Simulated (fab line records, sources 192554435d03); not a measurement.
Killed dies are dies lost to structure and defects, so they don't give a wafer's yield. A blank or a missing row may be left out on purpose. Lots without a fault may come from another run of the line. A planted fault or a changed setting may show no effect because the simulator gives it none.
Which tool did it? | flow n5_finfet | 11 lots, 33 wafers sampled, at 1 step of a route of 1938

WHAT THE GAUGES READ, wafer by wafer
N5_BEOL_M8_INSPECT_30: inspects for defects (brightfield).
lot  | measured     | on                | raw_defect_count
L865 | day 9 10:38  | defect_inspect-01 | 390 329 390
L869 | day 10 05:09 | defect_inspect-02 | 225 264 344
L870 | day 11 01:15 | defect_inspect-01 | 477 313 437
L872 | day 11 07:07 | defect_inspect-02 | 439 232 368
L874 | day 12 07:44 | defect_inspect-02 | 430 383 571
L880 | day 13 10:22 | defect_inspect-01 | 453 399 427
L881 | day 13 15:52 | defect_inspect-02 | 441 331 376
L882 | day 14 01:16 | defect_inspect-01 | 501 669 486
L886 | day 15 03:46 | defect_inspect-02 | 354 471 802
L888 | day 15 05:14 | defect_inspect-02 | 463 361 382
L887 | day 15 10:29 | defect_inspect-01 | 315 383 373

WHICH TOOL RAN EACH LOT (tool, then ch and the chambers of the sampled wafers, then the start)
The record holds no process step before these readings.

THE ANSWER, worked out from the rows above alone
Rule: what is usual is taken from the lots themselves. Put in order of their means at a reading, lots are off if they are a third of the lots or fewer, leave a main group of 4 or more, and stand apart from it by a gap of 3 or more times the standard deviation of the main group's means; of several such gaps the widest counts. A main group whose means are all the same, to the digits that the tables above print for the reading, isn't used. A lot without any number at a reading at which 4 lots or more have one is off too. The other lots that the step has rows for count as sound.
No lot is off at any reading shown: from this, nothing can be told.

WHAT THE SIMULATOR HAD PUT IN
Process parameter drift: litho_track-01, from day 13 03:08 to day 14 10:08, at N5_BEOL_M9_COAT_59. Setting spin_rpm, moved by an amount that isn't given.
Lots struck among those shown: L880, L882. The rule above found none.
